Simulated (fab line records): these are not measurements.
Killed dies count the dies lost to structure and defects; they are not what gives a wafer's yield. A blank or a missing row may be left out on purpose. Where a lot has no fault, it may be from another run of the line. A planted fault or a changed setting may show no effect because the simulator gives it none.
What tool caused it? | flow n5_finfet | Sampling: 24 lots, 72 wafers, 5 of 1938 route steps

## WHAT EACH GAUGE READ, for each wafer
N5_BEOL_M5_CD_MEAS_28: target cd 30.6 nm, target cd y 20 nm.
lot  | measured     | on        | cd_nm (nm)
L074 | day 8 13:32  | cd_sem-01 | 30.70 30.83 30.60
L075 | day 8 23:35  | cd_sem-02 | 31.00 30.77 30.83
L077 | day 10 18:17 | cd_sem-02 | 30.65 30.36 30.21
L078 | day 10 21:25 | cd_sem-01 | 30.47 30.73 30.96
L076 | day 11 04:33 | cd_sem-03 | 30.25 30.19 30.58
L083 | day 11 06:55 | cd_sem-02 | 30.17 30.27 30.64
L081 | day 11 14:34 | cd_sem-02 | 30.72 30.54 30.44
L080 | day 11 14:44 | cd_sem-03 | 30.26 30.56 31.21
L079 | day 11 21:34 | cd_sem-02 | 30.83 30.89 30.32
L082 | day 12 02:17 | cd_sem-02 | 30.50 30.48 30.60
L084 | day 12 14:29 | cd_sem-01 | 30.54 30.71 30.70
L085 | day 12 16:31 | cd_sem-01 | 30.56 30.61 30.65
L088 | day 12 23:59 | cd_sem-02 | 30.81 30.43 30.42
L086 | day 12 20:13 | cd_sem-03 | 30.68 31.03 30.36
L087 | day 12 23:56 | cd_sem-03 | 30.79 30.42 30.78
L091 | day 13 14:49 | cd_sem-01 | 30.47 30.29 30.54
L089 | day 13 23:10 | cd_sem-03 | 30.37 30.59 30.88
L093 | day 14 10:28 | cd_sem-03 | 30.35 30.49 30.21
L090 | day 14 16:14 | cd_sem-02 | 30.96 31.18 30.82
L092 | day 14 16:25 | cd_sem-02 | 30.55 31.05 30.58
L094 | day 14 18:31 | cd_sem-01 | 30.92 30.73 30.39
L095 | day 15 02:49 | cd_sem-01 | 30.69 30.84 30.80
L096 | day 15 16:55 | cd_sem-01 | 30.42 30.74 30.75
L097 | day 15 20:00 | cd_sem-02 | 30.47 30.83 30.91

## TOOL THAT RAN EACH LOT (tool first, then ch and the chambers of the sampled wafers, then the start)
lot  | N5_BEOL_M4_ETCHBACK_99             | N5_BEOL_M4_VIA_ETCH_34             | N5_BEOL_M4_PRE_CLEAN_60          | N5_BEOL_M5_ETCH_62
L074 | rie_diel-02 ch 0,2,3, day 8 03:05  | rie_diel-02 ch 0,2,3, day 8 03:13  | cvd_co-02 ch 0,1,2, day 8 07:28  | rie_diel-01 ch 0,3, day 8 11:13
L075 | rie_diel-03 ch 1,2,3, day 8 13:39  | rie_diel-03 ch 1,2,3, day 8 13:48  | cvd_co-02 ch 1,2, day 8 17:50    | rie_diel-06 ch 0,1, day 8 20:49
L077 | rie_diel-03 ch 0,1,2, day 10 07:21 | rie_diel-03 ch 0,1,2, day 10 07:29 | cvd_co-02 ch 0,1,2, day 10 11:51 | rie_diel-05 ch 0,1,3, day 10 16:19
L078 | rie_diel-04 ch 1,2,3, day 10 11:20 | rie_diel-04 ch 1,2,3, day 10 11:29 | cvd_co-01 ch 0,1,2, day 10 16:53 | rie_diel-06 ch 0,1,2, day 10 19:56
L076 | rie_diel-03 ch 0,1, day 10 18:26   | rie_diel-03 ch 0,1, day 10 18:34   | cvd_co-02 ch 0,1, day 10 22:50   | rie_diel-01 ch 2,3, day 11 02:38
L083 | rie_diel-02 ch 0,1, day 10 21:43   | rie_diel-02 ch 0,1, day 10 21:51   | cvd_co-01 ch 0,2, day 11 02:27   | rie_diel-01 ch 0,2,3, day 11 05:44
L081 | rie_diel-03 ch 0,2,3, day 11 01:00 | rie_diel-03 ch 0,2,3, day 11 01:08 | cvd_co-02 ch 0,1, day 11 07:13   | rie_diel-06 ch 1,2,3, day 11 12:31
L080 | rie_diel-02 ch 1,2,3, day 11 04:27 | rie_diel-02 ch 1,2,3, day 11 04:35 | cvd_co-02 ch 0,1,2, day 11 08:42 | rie_diel-05 ch 0,3, day 11 13:12
L079 | rie_diel-02 ch 0,2,3, day 11 12:05 | rie_diel-02 ch 0,2,3, day 11 12:14 | cvd_co-01 ch 0,1,2, day 11 16:31 | rie_diel-01 ch 0,2,3, day 11 19:59
L082 | rie_diel-02 ch 1,3, day 11 14:41   | rie_diel-02 ch 1,3, day 11 14:49   | cvd_co-02 ch 0,1,2, day 11 18:53 | rie_diel-05 ch 0,1,3, day 11 23:18
L084 | rie_diel-02 ch 2,3, day 12 03:38   | rie_diel-02 ch 2,3, day 12 03:47   | cvd_co-02 ch 1,2, day 12 07:42   | rie_diel-05 ch 1,2,3, day 12 11:56
L085 | rie_diel-03 ch 0,2, day 12 06:54   | rie_diel-03 ch 0,2, day 12 07:02   | cvd_co-02 ch 0,1, day 12 11:16   | rie_diel-01 ch 2,3, day 12 15:50
L088 | rie_diel-03 ch 2,3, day 12 07:17   | rie_diel-03 ch 2,3, day 12 07:26   | cvd_co-02 ch 0,1, day 12 13:06   | rie_diel-01 ch 0,1,3, day 12 16:50
L086 | rie_diel-02 ch 1,2,3, day 12 07:23 | rie_diel-02 ch 0,1,3, day 12 07:31 | cvd_co-02 ch 0,2, day 12 11:50   | rie_diel-05 ch 1,2,3, day 12 16:05
L087 | rie_diel-03 ch 0,2,3, day 12 15:53 | rie_diel-03 ch 0,2,3, day 12 16:02 | cvd_co-02 ch 0,1,2, day 12 20:10 | rie_diel-01 ch 0,2,3, day 12 22:40
L091 | rie_diel-02 ch 0,3, day 13 06:10   | rie_diel-02 ch 0,3, day 13 06:18   | cvd_co-01 ch 0,1,2, day 13 10:17 | rie_diel-01 ch 0,1, day 13 13:18
L089 | rie_diel-04 ch 0,3, day 13 11:46   | rie_diel-04 ch 0,3, day 13 11:55   | cvd_co-01 ch 0,2, day 13 15:54   | rie_diel-06 ch 1,2,3, day 13 19:59
L093 | rie_diel-02 ch 0,3, day 14 00:49   | rie_diel-02 ch 0,3, day 14 00:58   | cvd_co-01 ch 0,1,2, day 14 05:11 | rie_diel-06 ch 1,2,3, day 14 09:47
L090 | rie_diel-03 ch 0,2,3, day 14 05:23 | rie_diel-03 ch 0,2,3, day 14 05:31 | cvd_co-02 ch 0,1,2, day 14 09:34 | rie_diel-06 ch 0,1,3, day 14 14:05
L092 | rie_diel-02 ch 0,1,2, day 14 05:34 | rie_diel-02 ch 0,1,2, day 14 05:42 | cvd_co-01 ch 1,2, day 14 11:17   | rie_diel-01 ch 0,1, day 14 14:17
L094 | rie_diel-04 ch 2,3, day 14 09:47   | rie_diel-04 ch 2,3, day 14 09:55   | cvd_co-01 ch 1,2, day 14 14:06   | rie_diel-01 ch 0,1,3, day 14 17:40
L095 | rie_diel-04 ch 0,1,3, day 14 13:59 | rie_diel-04 ch 0,1,3, day 14 14:07 | cvd_co-01 ch 1,2, day 14 19:38   | rie_diel-01 ch 0,1,3, day 15 00:52
L096 | rie_diel-02 ch 0,1,2, day 15 08:09 | rie_diel-02 ch 0,1,2, day 15 08:17 | cvd_co-01 ch 0,2, day 15 12:13   | rie_diel-05 ch 0,1, day 15 16:06
L097 | rie_diel-04 ch 1,2, day 15 08:25   | rie_diel-04 ch 1,2, day 15 08:34   | cvd_co-01 ch 0,2, day 15 12:25   | rie_diel-01 ch 0,2, day 15 17:08
- N5_BEOL_M4_ETCHBACK_99: etches SiO2 in CHF3, target depth 5 nm, time 10.4 s.
- N5_BEOL_M4_VIA_ETCH_34: etches the open film in C4F6/O2, target depth 69.4 nm, time 65.9 s.
- N5_BEOL_M4_PRE_CLEAN_60: time 15 s.
- N5_BEOL_M5_ETCH_62: etches SOC in N2/H2, target depth 75 nm, overetch 15 nm, time 112.5 s.

## AS READ BY THE TOOLS THEMSELVES (means over the sampled wafers that have a number; for cases with no such wafer, the mark the record gives instead)
N5_BEOL_M4_ETCHBACK_99.
lot  | tool        | drypump_motor_current_A (A) | oes_product_au (a.u.) | rf_vpp_V (V) | showerhead_plenum_p_Torr (Torr) | throttle_valve_pct (%)
L074 | rie_diel-02 | 5.8                         | 0.85                  | 237          | 2.18                            | 16.93
L075 | rie_diel-03 | 5.3                         | 0.77                  | 245          | 2.16                            | 17.03
L077 | rie_diel-03 | 5.4                         | 0.73                  | 241          | 2.11                            | 17.08
L078 | rie_diel-04 | 6.0                         | 0.85                  | 243          | 2.21                            | 17.06
L076 | rie_diel-03 | 5.5                         | 0.71                  | 241          | 2.13                            | 16.95
L083 | rie_diel-02 | 6.0                         | 0.85                  | 237          | 2.15                            | 17.23
L081 | rie_diel-03 | 5.0                         | 0.81                  | 247          | 2.17                            | 17.08
L080 | rie_diel-02 | 5.5                         | 0.87                  | 239          | 2.15                            | 16.89
L079 | rie_diel-02 | 5.7                         | 0.80                  | 236          | 2.17                            | 17.00
L082 | rie_diel-02 | 5.5                         | 0.93                  | 240          | 2.11                            | 16.97
L084 | rie_diel-02 | 5.4                         | 0.78                  | 238          | 2.19                            | 16.83
L085 | rie_diel-03 | 5.1                         | 0.78                  | 244          | 2.13                            | 17.14
L088 | rie_diel-03 | 5.0                         | 0.82                  | 250          | 2.21                            | 17.07
L086 | rie_diel-02 | 5.5                         | 0.85                  | 239          | 2.15                            | 16.91
L087 | rie_diel-03 | 5.0                         | 0.79                  | 247          | 2.16                            | 17.11
L091 | rie_diel-02 | 6.1                         | 0.81                  | 236          | 2.14                            | 17.18
L089 | rie_diel-04 | 5.9                         | 0.79                  | 245          | 2.17                            | 17.01
L093 | rie_diel-02 | 5.9                         | 0.82                  | 236          | 2.11                            | 17.01
L090 | rie_diel-03 | 5.0                         | 0.79                  | 247          | 2.16                            | 17.14
L092 | rie_diel-02 | 5.7                         | 0.80                  | 238          | 2.16                            | 17.12
L094 | rie_diel-04 | 6.1                         | 0.85                  | 242          | 2.24                            | 16.95
L095 | rie_diel-04 | 5.8                         | 0.86                  | 241          | 2.17                            | 17.00
L096 | rie_diel-02 | 5.7                         | 0.79                  | 238          | 2.16                            | 17.14
L097 | rie_diel-04 | 5.9                         | 0.77                  | 240          | 2.19                            | 17.27

N5_BEOL_M4_VIA_ETCH_34.
lot  | tool        | O2_flow_sccm (sccm) | drypump_motor_current_A (A) | oes_product_au (a.u.) | rf_vpp_V (V) | showerhead_plenum_p_Torr (Torr) | throttle_valve_pct (%)
L074 | rie_diel-02 | 10.025              | 5.7                         | 0.86                  | 653          | 2.87                            | 30.7
L075 | rie_diel-03 | 9.997               | 5.3                         | 0.78                  | 678          | 2.85                            | 30.7
L077 | rie_diel-03 | 10.001              | 5.3                         | 0.74                  | 669          | 2.79                            | 30.7
L078 | rie_diel-04 | 10.010              | 6.0                         | 0.85                  | 673          | 2.91                            | 30.8
L076 | rie_diel-03 | 10.010              | 5.5                         | 0.71                  | 663          | 2.82                            | 30.5
L083 | rie_diel-02 | 10.020              | 6.0                         | 0.85                  | 655          | 2.84                            | 31.1
L081 | rie_diel-03 | 10.007              | 5.1                         | 0.81                  | 683          | 2.86                            | 30.8
L080 | rie_diel-02 | 10.038              | 5.5                         | 0.86                  | 660          | 2.84                            | 30.7
L079 | rie_diel-02 | 10.022              | 5.7                         | 0.81                  | 652          | 2.86                            | 30.7
L082 | rie_diel-02 | 10.014              | 5.5                         | 0.93                  | 664          | 2.79                            | 30.8
L084 | rie_diel-02 | 9.991               | 5.4                         | 0.78                  | 655          | 2.88                            | 30.5
L085 | rie_diel-03 | 9.988               | 5.1                         | 0.78                  | 673          | 2.81                            | 30.8
L088 | rie_diel-03 | 9.977               | 5.0                         | 0.82                  | 692          | 2.91                            | 30.7
L086 | rie_diel-02 | 10.006              | 5.8                         | 0.86                  | 657          | 2.81                            | 30.9
L087 | rie_diel-03 | 9.998               | 5.0                         | 0.79                  | 683          | 2.86                            | 30.8
L091 | rie_diel-02 | 9.995               | 6.1                         | 0.80                  | 650          | 2.82                            | 30.9
L089 | rie_diel-04 | 9.984               | 5.9                         | 0.79                  | 676          | 2.87                            | 30.5
L093 | rie_diel-02 | 10.012              | 5.9                         | 0.82                  | 653          | 2.80                            | 30.7
L090 | rie_diel-03 | 9.991               | 5.0                         | 0.78                  | 682          | 2.85                            | 30.8
L092 | rie_diel-02 | 10.002              | 5.7                         | 0.80                  | 656          | 2.86                            | 30.9
L094 | rie_diel-04 | 10.000              | 6.2                         | 0.85                  | 671          | 2.96                            | 30.7
L095 | rie_diel-04 | 10.000              | 5.8                         | 0.85                  | 667          | 2.86                            | 30.6
L096 | rie_diel-02 | 10.000              | 5.7                         | 0.79                  | 657          | 2.86                            | 30.9
L097 | rie_diel-04 | 10.020              | 5.8                         | 0.76                  | 664          | 2.89                            | 31.0

N5_BEOL_M4_PRE_CLEAN_60.
lot  | tool      | heater_power_w (W)
L074 | cvd_co-02 | 100
L075 | cvd_co-02 | 85
L077 | cvd_co-02 | 99
L078 | cvd_co-01 | 93
L076 | cvd_co-02 | 114
L083 | cvd_co-01 | 70
L081 | cvd_co-02 | 119
L080 | cvd_co-02 | 100
L079 | cvd_co-01 | 92
L082 | cvd_co-02 | 101
L084 | cvd_co-02 | 103
L085 | cvd_co-02 | 120
L088 | cvd_co-02 | 115
L086 | cvd_co-02 | 96
L087 | cvd_co-02 | 99
L091 | cvd_co-01 | 93
L089 | cvd_co-01 | 70
L093 | cvd_co-01 | 94
L090 | cvd_co-02 | 100
L092 | cvd_co-01 | 116
L094 | cvd_co-01 | 93
L095 | cvd_co-01 | 117
L096 | cvd_co-01 | 71
L097 | cvd_co-01 | 70

N5_BEOL_M5_ETCH_62.
lot  | tool        | drypump_motor_current_A (A) | oes_product_au (a.u.) | rf_vpp_V (V) | showerhead_plenum_p_Torr (Torr) | throttle_valve_pct (%)
L074 | rie_diel-01 | 5.81                        | 0.73                  | 524.7        | 2.54                            | 17.2
L075 | rie_diel-06 | 6.01                        | 0.59                  | 524.1        | 2.57                            | 17.8
L077 | rie_diel-05 | 5.58                        | 0.60                  | 522.0        | 2.46                            | 17.7
L078 | rie_diel-06 | 6.07                        | 0.58                  | 522.4        | 2.51                            | 17.9
L076 | rie_diel-01 | 5.73                        | 0.61                  | 526.3        | 2.61                            | 17.9
L083 | rie_diel-01 | 5.71                        | 0.64                  | 524.6        | 2.55                            | 17.6
L081 | rie_diel-06 | 5.89                        | 0.60                  | 522.8        | 2.52                            | 17.9
L080 | rie_diel-05 | 5.78                        | 0.59                  | 523.0        | 2.49                            | 17.8
L079 | rie_diel-01 | 5.74                        | 0.63                  | 524.2        | 2.55                            | 17.6
L082 | rie_diel-05 | 5.58                        | 0.60                  | 521.5        | 2.45                            | 17.8
L084 | rie_diel-05 | 5.54                        | 0.66                  | 521.6        | 2.45                            | 17.7
L085 | rie_diel-01 | 5.72                        | 0.60                  | 525.7        | 2.61                            | 17.9
L088 | rie_diel-01 | 5.89                        | 0.66                  | 524.5        | 2.53                            | 17.5
L086 | rie_diel-05 | 5.52                        | 0.66                  | 521.9        | 2.45                            | 17.7
L087 | rie_diel-01 | 5.73                        | 0.63                  | 524.1        | 2.55                            | 17.6
L091 | rie_diel-01 | 5.97                        | 0.63                  | 523.7        | 2.54                            | 17.8
L089 | rie_diel-06 | 5.89                        | 0.59                  | 522.3        | 2.52                            | 17.9
L093 | rie_diel-06 | 5.90                        | 0.59                  | 522.1        | 2.52                            | 17.9
L090 | rie_diel-06 | 5.87                        | 0.58                  | 524.3        | 2.57                            | 17.9
L092 | rie_diel-01 | 5.86                        | 0.62                  | 522.6        | 2.49                            | 17.6
L094 | rie_diel-01 | 5.88                        | 0.64                  | 523.0        | 2.52                            | 17.6
L095 | rie_diel-01 | 5.88                        | 0.64                  | 524.0        | 2.52                            | 17.6
L096 | rie_diel-05 | 5.60                        | 0.55                  | 521.0        | 2.46                            | 17.9
L097 | rie_diel-01 | 5.69                        | 0.66                  | 521.3        | 2.51                            | 17.5

## THE ANSWER, worked out from the rows above alone
Rule: usual is defined by the lots themselves. Put in order of their means at a reading, lots are off if they are a third of the lots or fewer, leave a main group of 4 or more, and stand apart from it by a gap of 3 or more times the standard deviation of the main group's means; of several such gaps the widest counts. The tables above print the reading to a certain number of digits; a main group whose means all agree to those digits is not used. Also off: a lot with no number at a reading for which 4 or more lots have one. The other lots that the step has rows for count as sound. Order of review: gauges by route order, followed by the tools' own readings, for which a lot's mean as printed above is used. The first step at which some lot is off is used, and at that step the reading that is off furthest; a lot without a number counts as furthest.
No lot is off at any reading shown: from this, nothing can be told.

## WHAT THE SIMULATOR HAD INSERTED
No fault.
